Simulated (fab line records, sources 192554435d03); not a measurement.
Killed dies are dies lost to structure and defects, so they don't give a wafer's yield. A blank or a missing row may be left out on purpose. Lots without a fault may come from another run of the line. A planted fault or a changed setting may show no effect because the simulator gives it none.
fab line records | flow n5_finfet
record lots=5 wafers=15 last_day=17
route steps=1938 shown MOL_CONTACT_COAG@569 BEOL_M4@1111
lots that met no fault: from a run of the same line without faults
start_h: hours from the record's first day to the start of the lot's first wafer shown | wait_h: hours since the lot's step before | " the same as in the row above | L1.1+2: a row that stands for several wafers | - no value, or no start given | * or withheld: withheld | < > ~ a bound
route shown NAME@n: a module of which the file shows steps, and the number in the route of the first | usual: mean/standard deviation of fault-free wafers | same: alike in all rows | chamber/n: place in a boat | sites: the reading at each site | _std_site: their standard deviation | _edge_site: outer sites' mean less inner sites' | radius_mm: how far each site lies from the wafer's centre | mask NAME#n: copy n | behind: the tool/chamber that last shaped the wafer | hold: why the lot was held/for how many hours/how that ended | device: the transistor (n, p or np) that didn't switch | end of line: the same wafers' tests at the end of the route | a step without rows: its recipe alone | killed: dies lost to structure and defects at the first sort, not the wafer's yield | map: a wafer's dies, x killed, . not, _ none there
set.NAME: the setting as run; set.NAME@STEP: as run at that earlier step | model.NAME: the simulator's own value behind a step, which no gauge read
lots at some steps of the route; a table a step, a row a wafer
services: from which hour (start_h, from the record's first day; less than 0 if before it) a tool's chamber was out of use, for how many hours, and why
## steps
# step N5_MOL_CONTACT_COAG_SOFTBAKE_79
# recipe temp_c=110 time_s=60 resist=CAR-EUV
# step N5_MOL_CONTACT_COAG_EXPOSE_81
# recipe mask_id=VG na=0.33 source_shape=annular sigma_inner=0.3 sigma_outer=0.7 polarization=unpolarized defocus_nm=0 dose_mj=59.5
# step N5_MOL_CONTACT_COAG_PEB_82
# recipe peb_temp_c=100 peb_time_s=60 resist=CAR-EUV
# step N5_MOL_CONTACT_COAG_DEVELOP_83
# recipe develop_time_s=30 developer=TMAH resist=CAR-EUV rinse_liquid=surfactant_rinse dry=air_spin dev_temp_c=23
# step N5_MOL_CONTACT_COAG_CD_MEAS_84
# recipe target_cd_nm=25.1 landing_energy_ev=500 detector=se_inlens polarity=opening
# usual cd_nm=25.08/0.25
# columns lot.wafer tool chamber start_h wait_h cd_nm
L635.1 cd_sem-03 0 104.64 - 24.51
L635.2 " 0 " " 25.34
L635.5 " 0 " " 24.76
L642.2 cd_sem-01 0 152.89 - 25.32
L642.3 " 0 " " 25.52
L642.6 " 0 " " 25.34
L651.1 cd_sem-01 0 204.11 - 25.13
L651.3 " 0 " " 25.24
L651.4 " 0 " " 25.38
L655.2 cd_sem-02 0 227.81 - 25.47
L655.3 " 0 " " 25.36
L655.5 " 0 " " 25.30
L657.2 cd_sem-01 0 240.63 - 25.24
L657.4 " 0 " " 25.18
L657.5 " 0 " " 25.40
# step N5_MOL_CONTACT_COAG_OVL_MEAS_85
# recipe points_per_wafer=522
# usual VG_OVL=-0.3/0.63
# columns lot.wafer tool chamber start_h wait_h VG_OVL[nm]
L635.1 overlay-01 0 104.68 0.0 0.3
L635.2 " 0 " " -0.2
L635.5 " 0 " " -0.5
L642.2 overlay-01 0 152.92 0.0 -0.7
L642.3 " 0 " " -0.3
L642.6 " 0 " " -0.5
L651.1 overlay-02 0 204.14 0.0 -0.6
L651.3 " 0 " " -0.8
L651.4 " 0 " " -1.0
L655.2 overlay-01 0 227.84 0.0 -1.2
L655.3 " 0 " " -0.5
L655.5 " 0 " " -0.7
L657.2 overlay-02 0 240.67 0.0 -0.8
L657.4 " 0 " " -0.7
L657.5 " 0 " " 0.6
# step N5_MOL_CONTACT_COAG_INSPECT_57
# recipe mode=adi inspect_instrument=brightfield
# usual raw_defect_count=197/69
# columns lot.wafer tool chamber start_h wait_h raw_defect_count
L635.1 defect_inspect-02 - 104.73 0.1 135
L635.2 " - " " 183
L635.5 " - " " 189
L642.2 defect_inspect-02 - 152.98 0.0 137
L642.3 " - " " 156
L642.6 " - " " 176
L651.1 defect_inspect-02 - 204.20 0.1 160
L651.3 " - " " 167
L651.4 " - " " 204
L655.2 defect_inspect-02 - 227.90 0.0 127
L655.3 " - " " 123
L655.5 " - " " 190
L657.2 defect_inspect-01 - 240.72 0.0 237
L657.4 " - " " 262
L657.5 " - " " 223
# step N5_MOL_CONTACT_COAG_DESCUM_88
# recipe chemistry=O2 time_s=7 source_power_w=50 bias_power_w=20 pressure_mtorr=20 rf_frequency_hz=2.712e+07 temp_c=40 resist=CAR-EUV o2_flow_sccm=225
# usual chamber_pressure_mTorr=20.002/0.019 drypump_motor_current_A=5.5/0.46 oes_product_au=0.80/0.096 rf_vpp_V=243.2/1.6 showerhead_plenum_p_Torr=2.10/0.084 temp_c=39.99/0.11 throttle_valve_pct=20.5/0.3
# columns lot.wafer tool chamber start_h wait_h chamber_pressure_mTorr drypump_motor_current_A oes_product_au rf_hours_counter_h rf_vpp_V showerhead_plenum_p_Torr temp_c throttle_valve_pct
L635.1 rie_diel-03 2 104.77 0.0 20.019 6.0 0.92 17 245.4 2.23 39.98 20.2
L635.2 " 0 " " 20.008 5.5 0.76 162 241.6 1.99 39.94 20.8
L635.5 " 1 " " 20.019 5.0 0.69 - 241.1 1.96 40.09 20.4
L642.2 rie_diel-05 3 153.11 0.1 20.004 6.3 0.95 13 242.0 2.08 40.11 20.0
L642.3 " 2 " " 19.996 5.7 0.67 222 243.2 2.07 39.82 20.7
L642.6 " 2 " " 20.004 5.7 0.68 - 241.7 2.07 39.91 20.6
L651.1 rie_diel-03 0 204.63 0.4 19.977 5.5 0.73 192 241.4 1.98 40.05 20.8
L651.3 " 1 " " 19.993 5.0 0.94 8 244.5 2.21 39.88 20.2
L651.4 " 3 " " 19.999 5.4 0.79 95 243.3 2.20 40.04 20.4
L655.2 rie_diel-05 0 228.13 0.2 19.994 4.7 0.84 58 244.7 2.13 40.11 20.2
L655.3 " 1 " " 20.009 5.6 0.76 133 240.6 2.04 39.98 20.7
L655.5 " 2 " " 20.022 5.8 0.65 - 243.6 2.06 39.85 20.7
L657.2 rie_diel-03 2 241.19 0.5 20.008 6.0 0.85 60 246.9 2.22 39.88 20.2
L657.4 " 1 " " 20.004 5.0 0.89 20 245.5 2.20 40.03 20.2
L657.5 " 2 " " 20.008 6.0 0.85 - 245.0 2.22 39.87 20.2
# step N5_MOL_CONTACT_COAG_ETCH_89
# recipe chemistry=N2/H2 target=underlayer target_depth_a=130 mask_material=CAR-EUV time_s=10.4 ion_energy_ev=200 pressure_mtorr=30 source_w=840 bias_w=150 n2_flow_sccm=200 h2_flow_sccm=200 ends=cleared
# usual chamber_pressure_mTorr=30.002/0.027 drypump_motor_current_A=5.5/0.46 etch_rf_on_time_s=10.4/0.32 n2_flow_sccm=200.0/0.61 oes_product_au=0.69/0.083 rf_fwd_power_W=818.9/2.2 rf_vpp_V=524/3 showerhead_plenum_p_Torr=2.54/0.11 throttle_valve_pct=17.8/0.41
# columns lot.wafer tool chamber start_h wait_h chamber_pressure_mTorr drypump_motor_current_A etch_rf_on_time_s n2_flow_sccm oes_product_au rf_fwd_power_W rf_hours_counter_h rf_vpp_V showerhead_plenum_p_Torr throttle_valve_pct
L635.1 rie_diel-03 2 104.80 0.0 29.971 6.0 10.0 200.1 0.80 817.8 17 528 2.69 17.3
L635.2 " 0 " " 30.004 5.5 10.8 199.4 0.62 818.8 162 520 2.44 18.4
L635.5 " 1 " " 30.045 5.0 10.4 199.5 0.59 821.4 - 519 2.42 18.1
L642.2 rie_diel-05 3 153.14 0.0 29.996 6.3 10.3 199.8 0.80 821.0 13 524 2.46 17.1
L642.3 " 2 " " 30.009 5.7 10.4 200.0 0.58 819.9 222 524 2.49 17.9
L642.6 " 2 " " 29.975 5.8 10.5 200.0 0.59 814.9 - 523 2.49 17.9
L651.1 rie_diel-03 0 204.66 0.0 30.006 5.5 11.0 199.8 0.60 817.2 192 521 2.42 18.4
L651.3 " 1 " " 29.979 5.0 10.0 199.1 0.82 818.2 8 529 2.73 17.8
L651.4 " 3 " " 29.968 5.4 11.1 199.2 0.66 817.4 95 528 2.65 17.6
L655.2 rie_diel-05 0 228.16 0.0 29.989 4.7 10.5 200.3 0.72 817.1 58 525 2.59 17.5
L655.3 " 1 " " 30.024 5.6 10.5 199.8 0.66 820.8 133 521 2.43 17.8
L655.5 " 2 " " 29.960 5.8 10.5 200.4 0.56 816.6 - 521 2.48 18.0
L657.2 rie_diel-03 2 241.23 0.0 30.023 6.0 9.9 200.8 0.75 820.2 60 526 2.67 17.4
L657.4 " 1 " " 29.976 5.0 10.2 199.7 0.77 819.6 20 528 2.72 17.8
L657.5 " 2 " " 29.964 6.0 9.9 201.0 0.75 819.2 - 530 2.67 17.4
# step N5_MOL_CONTACT_COAG_ETCH_90
# recipe chemistry=CF4 target=SiARC target_depth_a=130 mask_material=CAR-EUV time_s=21.7 ion_energy_ev=80 pressure_mtorr=40 source_w=545 bias_w=36 Ar_flow_sccm=100 cf4_flow_sccm=100 ends=cleared
# usual chamber_pressure_mTorr=40.00/0.035 drypump_motor_current_A=5.5/0.46 etch_rf_on_time_s=21.8/0.67 oes_product_au=0.69/0.083 rf_fwd_power_W=532.0/1.8 rf_vpp_V=184.3/1.3 showerhead_plenum_p_Torr=2.15/0.084 throttle_valve_pct=15.61/0.29
# columns lot.wafer tool chamber start_h wait_h chamber_pressure_mTorr drypump_motor_current_A etch_rf_on_time_s oes_product_au rf_fwd_power_W rf_hours_counter_h rf_vpp_V showerhead_plenum_p_Torr throttle_valve_pct
L635.1 rie_diel-03 2 104.82 0.0 40.06 6.0 20.8 0.80 530.2 17 186.8 2.27 15.24
L635.2 " 0 " " 40.00 5.5 22.0 0.62 530.2 162 182.4 2.05 15.96
L635.5 " 1 " " 39.98 5.0 21.3 0.60 533.1 - 181.7 2.03 15.91
L642.2 rie_diel-05 3 153.16 0.0 40.00 6.3 21.6 0.80 532.5 13 184.5 2.12 15.15
L642.3 " 2 " " 40.02 5.7 21.5 0.58 535.4 222 183.8 2.10 15.82
L642.6 " 2 " " 40.06 5.7 21.4 0.59 534.3 - 184.4 2.10 15.81
L651.1 rie_diel-03 0 204.68 0.0 40.00 5.5 22.6 0.60 531.3 192 180.9 2.04 16.04
L651.3 " 1 " " 39.96 5.0 20.5 0.81 530.6 8 186.2 2.28 15.46
L651.4 " 3 " " 40.02 5.4 23.0 0.67 532.7 95 186.0 2.24 15.53
L655.2 rie_diel-05 0 228.18 0.0 39.98 4.7 21.7 0.72 532.6 58 185.2 2.18 15.37
L655.3 " 1 " " 40.00 5.5 22.2 0.66 531.8 133 184.0 2.07 15.70
L655.5 " 2 " " 40.03 5.7 21.9 0.57 533.8 - 183.7 2.09 15.88
L657.2 rie_diel-03 2 241.25 0.0 40.08 6.0 20.7 0.74 532.2 60 184.8 2.26 15.33
L657.4 " 1 " " 39.98 5.0 20.6 0.77 530.8 20 186.0 2.28 15.48
L657.5 " 2 " " 40.03 6.0 20.5 0.74 532.4 - 184.9 2.26 15.34
# step N5_MOL_CONTACT_COAG_ALD_131
# recipe material=SiO2 target_thk_a=50 temp_c=100 ald_precursor_family=BDEAS ald_co_reactant=O2-plasma pulse_time_s=1 co_reactant_pulse_time_s=1 purge_time_s=2 co_reactant_purge_time_s=2 ald_cycles=35 pressure_torr=2
# usual heater_power_w=77/8.9 precursor_pulse_height_rel=0.998/0.02
# same purge_time_s=2
# columns lot.wafer tool chamber start_h wait_h heater_power_w precursor_pulse_height_rel
L635.1 ald_sin-04 1 104.90 0.1 90 0.990
L635.2 " 3 " " 66 1.001
L635.5 " 3 " " 66 0.995
L642.2 ald_sin-02 1 153.24 0.1 92 0.995
L642.3 " 3 " " 67 1.036
L642.6 " 0 " " 74 0.992
L651.1 ald_sin-04 0 204.76 0.1 70 1.016
L651.3 " 3 " " 67 0.989
L651.4 " 1 " " 88 0.999
L655.2 ald_sin-04 1 228.36 0.2 88 1.016
L655.3 " 2 " " 79 1.040
L655.5 " 2 " " 79 0.962
L657.2 ald_sin-01 2 241.33 0.1 75 1.006
L657.4 " 0 " " 88 1.023
L657.5 " 3 " " 79 1.000
# step N5_MOL_CONTACT_COAG_ETCHBACK_132
# recipe chemistry=CHF3 target=SiO2 target_depth_a=100 time_s=6.7 ion_energy_ev=200 pressure_mtorr=30 source_w=610 bias_w=170 Ar_flow_sccm=200 CHF3_flow_sccm=50
# usual CHF3_flow_sccm=50.01/0.14 chamber_pressure_mTorr=30.00/0.03 drypump_motor_current_A=5.5/0.44 oes_product_au=0.80/0.1 rf_vpp_V=524/18 showerhead_plenum_p_Torr=2.40/0.089 throttle_valve_pct=18.74/0.26
# columns lot.wafer tool chamber start_h wait_h CHF3_flow_sccm chamber_pressure_mTorr drypump_motor_current_A oes_product_au rf_hours_counter_h rf_vpp_V showerhead_plenum_p_Torr throttle_valve_pct
L635.1 rie_diel-05 2 105.08 0.1 50.10 30.01 5.7 0.70 202 504 2.33 18.79
L635.2 " 1 " " 50.19 29.99 5.6 0.83 87 554 2.30 18.69
L635.5 " 0 " " 49.96 29.97 4.7 0.94 - 512 2.45 18.43
L642.2 rie_diel-01 3 153.58 0.3 50.21 29.99 5.6 0.79 97 532 2.40 18.49
L642.3 " 1 " " 50.02 29.96 5.0 0.70 211 500 2.45 19.06
L642.6 " 2 " " 49.86 30.02 5.9 0.69 - 510 2.25 19.23
L651.1 rie_diel-01 0 204.94 0.1 50.21 30.01 5.8 0.92 19 518 2.45 18.77
L651.3 " 2 " " 50.00 30.03 5.9 0.95 7 516 2.54 18.78
L651.4 " 3 " " 50.17 30.01 5.6 0.77 119 531 2.40 18.54
L655.2 rie_diel-03 0 228.54 0.1 49.82 30.06 5.5 0.71 200 519 2.28 19.26
L655.3 " 1 " " 50.32 30.00 5.0 0.92 16 531 2.54 18.66
L655.5 " 1 " " 50.03 30.01 5.0 0.91 - 535 2.54 18.66
L657.2 rie_diel-05 3 241.51 0.1 50.11 29.99 6.4 0.86 45 540 2.36 18.42
L657.4 " 0 " " 49.89 30.01 4.7 0.83 62 511 2.43 18.52
L657.5 " 0 " " 49.94 30.01 4.7 0.84 - 511 2.43 18.53
# step N5_MOL_CONTACT_COAG_ETCH_91
# recipe chemistry=N2/H2 target=SOC target_depth_a=600 overetch_a=210 mask_material=SiARC temp_c=40 time_s=101.2 ion_energy_ev=200 pressure_mtorr=30 source_w=840 bias_w=150 n2_flow_sccm=200 h2_flow_sccm=200
# usual chamber_pressure_mTorr=30.00/0.033 drypump_motor_current_A=5.5/0.44 n2_flow_sccm=200.2/0.58 oes_product_au=0.67/0.078 rf_fwd_power_W=835.1/3 rf_vpp_V=524.5/2.6 showerhead_plenum_p_Torr=2.55/0.098 temp_c=40.00/0.11 throttle_valve_pct=17.7/0.39
# columns lot.wafer tool chamber start_h wait_h chamber_pressure_mTorr drypump_motor_current_A n2_flow_sccm oes_product_au rf_fwd_power_W rf_hours_counter_h rf_vpp_V showerhead_plenum_p_Torr temp_c throttle_valve_pct model.SiARC_of_MOL_CONTACT_COAG_COAT_76.thk_nm
L635.1 rie_diel-05 2 105.12 0.0 29.94 5.8 199.6 0.59 835.4 202 522.4 2.50 40.12 17.9 5.8
L635.2 " 1 " " 29.95 5.6 199.7 0.70 834.7 87 521.3 2.45 40.01 17.7 5.6
L635.5 " 0 " " 29.96 4.7 200.3 0.77 836.1 - 525.7 2.61 39.96 17.4 5.8
L642.2 rie_diel-01 3 153.61 0.0 29.99 5.6 200.7 0.67 830.1 97 523.9 2.56 40.06 17.4 5.8
L642.3 " 1 " " 30.00 5.0 201.4 0.59 837.5 211 526.4 2.64 40.10 18.4 6
L642.6 " 2 " " 30.00 5.9 200.4 0.58 842.4 - 521.1 2.38 40.11 18.1 6
L651.1 rie_diel-01 0 204.97 0.0 30.00 5.8 198.8 0.76 831.4 19 526.0 2.59 40.00 17.8 6
L651.3 " 2 " " 29.96 5.9 200.5 0.80 632.0 7 579.0 2.69 40.23 17.6 6.4
L651.4 " 3 " " 30.03 5.6 199.8 0.65 832.7 119 523.6 2.55 40.13 17.5 6
L655.2 rie_diel-03 0 228.58 0.0 29.98 5.5 200.1 0.60 842.2 200 520.8 2.42 39.95 18.4 6
L655.3 " 1 " " 29.99 5.0 199.6 0.76 833.7 16 528.0 2.72 40.14 17.8 5.6
L655.5 " 1 " " 30.01 5.0 199.8 0.76 833.1 - 527.9 2.72 39.97 17.8 5.6
L657.2 rie_diel-05 3 241.54 0.0 30.02 6.3 200.0 0.73 838.9 45 522.0 2.45 40.00 17.1 5.6
L657.4 " 0 " " 30.01 4.7 200.6 0.70 841.2 62 525.6 2.58 40.11 17.5 5.8
L657.5 " 0 " " 30.01 4.7 200.4 0.71 836.0 - 524.8 2.58 39.96 17.5 5.8
# step N5_MOL_CONTACT_COAG_STRIP_92
# recipe chemistry=N2/H2 temp_c=40 n2_flow_sccm=200 h2_flow_sccm=200 rf_frequency_hz=6e+07
# step N5_BEOL_M4_RC_MEAS_101
# usual DIBL_N=37.5/2.5 DIBL_P=38/3.1 IOFF_N=0.19/0.059 IOFF_P=0.24/0.061 ION_N=679/16 ION_P=465/9.8 SS_N=72.0/0.8 SS_P=73.7/0.86 VT_N=248/4.5 VT_P=-249/3.5
# columns lot.wafer tool chamber start_h wait_h DIBL_N[mV/V] DIBL_P[mV/V] IOFF_N[nA/um] IOFF_P[nA/um] ION_N[uA/um] ION_P[uA/um] SS_N[mV/dec] SS_P[mV/dec] VT_N[mV] VT_P[mV]
L635.1 prober-02 0 169.76 0.0 37.1 39 0.19 0.25 682 466 71.6 73.0 248 -248
L635.2 " 0 " " 33.9 35 0.13 0.19 666 461 71.2 72.9 255 -249
L635.5 " 0 " " 38.0 40 0.21 0.28 687 466 72.3 73.5 247 -247
L642.2 prober-01 0 237.33 0.3 40.9 42 0.24 0.29 709 475 72.3 74.6 245 -246
L642.3 " 0 " " 38.2 40 0.16 0.25 674 468 71.6 74.8 251 -248
L642.6 " 0 " " 38.0 39 0.17 0.25 687 469 71.9 73.7 250 -245
L651.1 prober-01 0 283.37 0.0 35.7 35 0.14 0.17 655 441 72.7 73.5 254 -254
L651.3 " 0 " " 36.3 34 0.14 0.16 665 445 72.0 72.8 254 -256
L651.4 " 0 " " 38.9 38 0.21 0.23 677 451 72.5 74.4 247 -253
L655.2 prober-01 0 310.58 0.2 43.1 44 0.36 0.33 707 474 73.5 74.9 239 -246
L655.3 " 0 " " 38.4 39 0.19 0.22 678 460 71.5 74.5 250 -252
L655.5 " 0 " " 38.9 38 0.22 0.23 681 459 72.7 74.1 247 -251
L657.2 prober-02 0 317.28 0.2 30.9 31 0.10 0.14 652 455 71.1 71.5 255 -251
L657.4 " 0 " " 37.6 40 0.22 0.30 704 479 72.7 73.4 244 -245
L657.5 " 0 " " 32.4 35 0.13 0.20 667 470 71.5 73.3 251 -252
## services
# columns tool chamber start_h hours kind
rie_diel-01 3 91.95 1.8 repair
rie_diel-03 3 102.94 20.2 repair
rie_diel-05 3 103.52 - clean
rie_diel-05 3 103.52 - consumable_replace:focus_ring
rie_diel-05 3 103.52 14.9 scheduled_down
rie_diel-05 3 103.52 14.9 vent_cycle
rie_diel-03 2 110.03 1.3 repair
rie_diel-03 - 114.49 14.6 pm
rie_diel-01 3 120.80 2.2 repair
rie_diel-01 1 123.00 5.2 repair
ald_sin-02 2 140.54 34.7 repair
rie_diel-03 1 157.81 - clean
rie_diel-03 1 157.81 - consumable_replace:focus_ring
rie_diel-03 1 157.81 - consumable_replace:showerhead
rie_diel-03 1 157.81 22.6 scheduled_down
rie_diel-03 1 157.81 22.6 vent_cycle
rie_diel-03 0 167.94 1.8 repair
ald_sin-01 3 170.45 13.0 repair
ald_sin-04 - 176.75 14.0 pm
ald_sin-02 - 187.18 6.0 pm
ald_sin-01 2 205.75 6.1 repair
ald_sin-01 1 221.23 11.0 repair
rie_diel-01 3 233.35 4.4 repair
ald_sin-02 - 234.64 0.5 repair
## key
first_sign step=N5_MOL_CONTACT_COAG_ETCH_91 reading=rf_fwd_power_W direction=down sigmas=68 usual=* struck=*
effect step=N5_MOL_CONTACT_COAG_ETCH_91 reading=rf_vpp_V direction=up sigmas=21 usual=524.5 struck=579.0
model_effect step=N5_MOL_CONTACT_COAG_ETCH_91 value=SiARC_of_MOL_CONTACT_COAG_COAT_76.thk_nm without=5.8 struck=6.4
met_at N5_MOL_CONTACT_COAG_ETCH_91
struck_wafers L651.3
onset_between 153.61 204.97
fault kind=process_parameter_drift tool=rie_diel-01 chamber=2 onset_h=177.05 steps=N5_MOL_CONTACT_COAG_ETCH_91 channel=source_w offset=-201.6 shape=step end_h=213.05 acts_in=these_recipes_only stated=840
